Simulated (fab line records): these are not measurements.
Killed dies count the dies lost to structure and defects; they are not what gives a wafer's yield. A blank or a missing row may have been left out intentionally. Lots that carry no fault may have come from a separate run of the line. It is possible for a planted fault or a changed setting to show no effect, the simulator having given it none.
What tool caused it? + flow n5 finfet + 24 lots, 72 wafers sampled, at 3 steps of a route of 1938

## WHAT EACH GAUGE READ, for each wafer
N5_HKMG_FIN_INSPECT_28: inspects for defects (darkfield).
| lot  | measured     | on                | raw defect count |
|------|--------------|-------------------|------------------|
| L074 | day 4 07:36  | defect inspect-01 | 27 26 38         |
| L075 | day 4 17:17  | defect inspect-02 | 43 60 39         |
| L076 | day 4 22:23  | defect inspect-01 | 33 19 26         |
| L077 | day 5 02:28  | defect inspect-01 | 40 38 21         |
| L078 | day 5 05:11  | defect inspect-02 | 45 24 25         |
| L079 | day 5 15:49  | defect inspect-01 | 19 45 70         |
| L080 | day 5 19:02  | defect inspect-02 | 37 91 17         |
| L081 | day 6 03:27  | defect inspect-02 | 28 25 42         |
| L082 | day 6 09:41  | defect inspect-01 | 30 35 22         |
| L083 | day 6 14:53  | defect inspect-01 | 47 105 54        |
| L084 | day 6 18:52  | defect inspect-02 | 20 49 51         |
| L085 | day 7 02:02  | defect inspect-01 | 107 33 47        |
| L086 | day 7 12:34  | defect inspect-02 | 31 16 29         |
| L087 | day 7 14:40  | defect inspect-02 | 30 38 43         |
| L088 | day 7 21:01  | defect inspect-02 | 66 43 25         |
| L089 | day 8 05:10  | defect inspect-01 | 28 22 21         |
| L090 | day 8 05:50  | defect inspect-02 | 16 29 29         |
| L091 | day 9 10:36  | defect inspect-02 | 42 37 21         |
| L092 | day 9 11:17  | defect inspect-01 | 17 31 62         |
| L093 | day 9 12:16  | defect inspect-02 | 40 55 37         |
| L096 | day 11 07:02 | defect inspect-01 | 64 47 36         |
| L095 | day 11 07:46 | defect inspect-01 | 47 30 28         |
| L094 | day 11 09:23 | defect inspect-01 | 29 92 64         |
| L097 | day 11 10:19 | defect inspect-01 | 12 32 23         |

## WHAT TOOL EACH LOT RAN ON (gives the tool, then ch and the chambers of the sampled wafers, and finally the start)
| lot  | N5_HKMG_FIN_ALD_79                  | N5_HKMG_FIN_STRIP_19                 |
|------|-------------------------------------|--------------------------------------|
| L074 | ald metal-04 ch 0,1,2, day 4 01:07  | plasma asher-02 ch 0,1, day 4 03:44  |
| L075 | ald metal-01 ch 0,2,3, day 4 10:45  | plasma asher-02 ch 0,1, day 4 13:24  |
| L076 | ald metal-01 ch 1,2,3, day 4 15:59  | plasma asher-02 ch 0,1, day 4 18:28  |
| L077 | ald metal-01 ch 2,3, day 4 19:47    | plasma asher-02 ch 0,1, day 4 22:31  |
| L078 | ald metal-04 ch 1,2,3, day 4 22:28  | plasma asher-01 ch 0,1, day 5 01:13  |
| L079 | ald metal-04 ch 2,3, day 5 09:28    | plasma asher-01 ch 0,1, day 5 12:08  |
| L080 | ald metal-02 ch 0,1, day 5 12:38    | plasma asher-02 ch 0,1, day 5 15:22  |
| L081 | ald metal-01 ch 1,2,3, day 5 20:46  | plasma asher-01 ch 0,1, day 5 23:36  |
| L082 | ald metal-04 ch 0,2,3, day 6 02:42  | plasma asher-02 ch 0,1, day 6 05:33  |
| L083 | ald metal-04 ch 1,3, day 6 08:16    | plasma asher-02 ch 0,1, day 6 10:52  |
| L084 | ald metal-02 ch 0,2,3, day 6 12:00  | plasma asher-02 ch 0,1, day 6 14:59  |
| L085 | ald metal-02 ch 0,3, day 6 19:18    | plasma asher-02 ch 0,1, day 6 21:58  |
| L086 | ald metal-02 ch 1,2,3, day 7 05:12  | plasma asher-02 ch 0,1, day 7 08:01  |
| L087 | ald metal-01 ch 0,2, day 7 08:05    | plasma asher-02 ch 0,1, day 7 10:45  |
| L088 | ald metal-04 ch 1,2,3, day 7 14:22  | plasma asher-01 ch 0,1, day 7 17:07  |
| L089 | ald metal-04 ch 0,3, day 7 22:08    | plasma asher-01 ch 0, day 8 01:10    |
| L090 | ald metal-04 ch 0,1,2, day 7 23:35  | plasma asher-02 ch 0, day 8 02:04    |
| L091 | ald metal-02 ch 1,3, day 9 04:20    | plasma asher-01 ch 0,1, day 9 06:49  |
| L092 | ald metal-04 ch 0,1,2, day 9 04:55  | plasma asher-02 ch 0,1, day 9 07:31  |
| L093 | ald metal-01 ch 0,3, day 9 05:45    | plasma asher-02 ch 0,1, day 9 08:29  |
| L096 | ald metal-01 ch 0,2,3, day 10 23:32 | plasma asher-02 ch 0,1, day 11 02:42 |
| L095 | ald metal-01 ch 0,1,2, day 11 00:18 | plasma asher-02 ch 0,1, day 11 03:29 |
| L094 | ald metal-02 ch 1,2, day 11 01:56   | plasma asher-01 ch 0, day 11 04:40   |
| L097 | ald metal-04 ch 0,1,3, day 11 03:15 | plasma asher-01 ch 0,1, day 11 06:38 |
- N5_HKMG_FIN_ALD_79: deposits TiN, target thk 1.5 nm, pulse time 1 s, purge time 3 s.
- N5_HKMG_FIN_STRIP_19: strips in N2/H2, time 360 s.

## WHAT THE TOOLS THEMSELVES READ (means of the sampled wafers that have a number; where no wafer has one, the mark that the record gives instead)
N5_HKMG_FIN_ALD_79.
| lot  | tool         | chamber pressure Torr (Torr) | heater power w (W) | precursor pulse height rel |
|------|--------------|------------------------------|--------------------|----------------------------|
| L074 | ald metal-04 | 2.999                        | 822                | 1.000                      |
| L075 | ald metal-01 | 2.996                        | 821                | 0.976                      |
| L076 | ald metal-01 | 3.000                        | 866                | 1.009                      |
| L077 | ald metal-01 | 3.000                        | 808                | 0.993                      |
| L078 | ald metal-04 | 3.000                        | 871                | 1.003                      |
| L079 | ald metal-04 | 3.000                        | 821                | 0.989                      |
| L080 | ald metal-02 | 3.002                        | 956                | 0.991                      |
| L081 | ald metal-01 | 2.996                        | 864                | 0.992                      |
| L082 | ald metal-04 | 3.001                        | 824                | 1.008                      |
| L083 | ald metal-04 | 3.001                        | 928                | 0.985                      |
| L084 | ald metal-02 | 3.006                        | 959                | 1.002                      |
| L085 | ald metal-02 | 3.001                        | 905                | 1.012                      |
| L086 | ald metal-02 | 3.003                        | 1006               | 0.993                      |
| L087 | ald metal-01 | 2.999                        | 826                | 0.998                      |
| L088 | ald metal-04 | 2.998                        | 866                | 1.011                      |
| L089 | ald metal-04 | 3.003                        | 856                | 1.004                      |
| L090 | ald metal-04 | 3.001                        | 835                | 0.978                      |
| L091 | ald metal-02 | 3.005                        | 939                | 1.017                      |
| L092 | ald metal-04 | 2.994                        | 824                | 0.993                      |
| L093 | ald metal-01 | 3.002                        | 761                | 0.991                      |
| L096 | ald metal-01 | 3.002                        | 810                | 1.006                      |
| L095 | ald metal-01 | 2.998                        | 864                | 0.988                      |
| L094 | ald metal-02 | 2.997                        | 1046               | 1.003                      |
| L097 | ald metal-04 | 2.995                        | 871                | 1.012                      |

N5_HKMG_FIN_STRIP_19.
| lot  | tool            | drypump motor current A (A) | heater power w (W) |
|------|-----------------|-----------------------------|--------------------|
| L074 | plasma asher-02 | 5.80                        | 537                |
| L075 | plasma asher-02 | 5.87                        | 500                |
| L076 | plasma asher-02 | 5.82                        | 526                |
| L077 | plasma asher-02 | 5.86                        | 494                |
| L078 | plasma asher-01 | 5.95                        | 431                |
| L079 | plasma asher-01 | 6.12                        | 456                |
| L080 | plasma asher-02 | 5.84                        | 505                |
| L081 | plasma asher-01 | 6.10                        | 449                |
| L082 | plasma asher-02 | 5.85                        | 504                |
| L083 | plasma asher-02 | 5.87                        | 497                |
| L084 | plasma asher-02 | 5.82                        | 532                |
| L085 | plasma asher-02 | 5.81                        | 527                |
| L086 | plasma asher-02 | 5.81                        | 527                |
| L087 | plasma asher-02 | 5.86                        | 491                |
| L088 | plasma asher-01 | 5.94                        | 445                |
| L089 | plasma asher-01 | 5.81                        | 437                |
| L090 | plasma asher-02 | 5.93                        | 477                |
| L091 | plasma asher-01 | 6.11                        | 442                |
| L092 | plasma asher-02 | 5.79                        | 536                |
| L093 | plasma asher-02 | 5.86                        | 500                |
| L096 | plasma asher-02 | 5.85                        | 504                |
| L095 | plasma asher-02 | 5.87                        | 500                |
| L094 | plasma asher-01 | 5.85                        | 442                |
| L097 | plasma asher-01 | 5.98                        | 435                |

## THE ANSWER, worked out from the rows above alone
Rule: the lots themselves supply what counts as usual. Put in order of their means at a reading, lots are off if they are a third of the lots or fewer, leave a main group of 4 or more, and stand apart from it by a gap of 3 or more times the standard deviation of the main group's means; of several such gaps the widest counts. If all means in a main group match to the digits the tables above print for the reading, that group is not used. A lot without any number at a reading at which 4 lots or more have one is off too. The other lots that the step has rows for count as sound. The gauges are gone through in route order, then the tools' own readings, and for those a lot's mean is taken as printed above. The first step at which some lot is off is used, and at that step the reading that is off furthest; a lot without a number counts as furthest.
Nothing can be told from this: no lot is off at any reading shown.

## WHAT WAS PUT IN BY THE SIMULATOR
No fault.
